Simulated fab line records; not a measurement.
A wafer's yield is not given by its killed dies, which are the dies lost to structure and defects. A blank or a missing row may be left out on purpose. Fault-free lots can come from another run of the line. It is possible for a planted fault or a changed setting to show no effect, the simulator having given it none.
2 desks, one fault / flow nand_harc / every desk sees just its own numbers, and what lay behind them comes last

DESK OF THE TOOL OWNER: rie_diel-07
The tool's own readings at NHARC_P_GATE_ETCHBACK_37 (etches the open film in CHF3/O2, target depth 34.5 nm, time 17.2 s): means of the sampled wafers that have a number, for each lot that ran on this tool. The brackets show how far a lot's mean lies from the usual mean; more than 4 standard deviations puts the lot out of limits, marked OUT.
Columns: A = chf3_flow_sccm at NHARC_P_GATE_ETCHBACK_37, usual 50.01 sccm; B = drypump_motor_current_A at NHARC_P_GATE_ETCHBACK_37, usual 5.7 A; C = oes_product_au at NHARC_P_GATE_ETCHBACK_37, usual 0.95 a.u.; D = rf_vpp_V at NHARC_P_GATE_ETCHBACK_37, usual 371.8 V; E = showerhead_plenum_p_Torr at NHARC_P_GATE_ETCHBACK_37, usual 2.45 Torr; F = throttle_valve_pct at NHARC_P_GATE_ETCHBACK_37, usual 20.572 %
lot=L572; first seen here=day 8 16:59; A=50.09; B=5.9; C=0.93; D=372.9; E=2.48; F=20.572
lot=L573; first seen here=day 8 23:47; A=50.14; B=6.0; C=0.94; D=371.8; E=2.46; F=20.564
lot=L580; first seen here=day 12 00:38; A=49.99; B=5.6; C=0.93; D=371.2; E=2.40; F=20.578
lot=L583; first seen here=day 13 03:50; A=50.00; B=6.0; C=0.94; D=371.6; E=2.43; F=20.575
lot=L586; first seen here=day 14 00:10; A=50.10; B=5.6; C=1.00; D=371.2; E=2.43; F=20.578
lot=L588; first seen here=day 15 00:48; A=50.03; B=6.0; C=0.93; D=371.1; E=2.43; F=20.574
This desk's verdict: no lot among the 6 shows anything out of limits.

THE DEFECT DESK
Counts from the inspections along the route, per lot, as means over the sampled wafers that have a number. The brackets show how far a lot's mean lies from the usual mean; more than 4 standard deviations puts the lot out of limits, marked OUT.
Columns: A = raw_defect_count at NHARC_P_GATE_INSPECT_68, usual 197
lot=L565; first seen here=day 5 23:50; A=242
lot=L568; first seen here=day 7 08:17; A=215
lot=L571; first seen here=day 8 16:26; A=146
lot=L572; first seen here=day 9 00:28; A=306
lot=L573; first seen here=day 9 07:14; A=361
lot=L580; first seen here=day 12 08:11; A=134
lot=L583; first seen here=day 13 11:22; A=189
lot=L584; first seen here=day 13 12:45; A=145
lot=L585; first seen here=day 14 01:47; A=141
lot=L586; first seen here=day 14 07:40; A=175
lot=L588; first seen here=day 15 08:20; A=148
This desk's verdict: no lot among the 11 shows anything out of limits.

BROUGHT TOGETHER
The tool owner's desk saw nothing out of limits.
Nothing the defect desk looked at was out of limits.

WHAT THE SIMULATOR HAD PUT IN
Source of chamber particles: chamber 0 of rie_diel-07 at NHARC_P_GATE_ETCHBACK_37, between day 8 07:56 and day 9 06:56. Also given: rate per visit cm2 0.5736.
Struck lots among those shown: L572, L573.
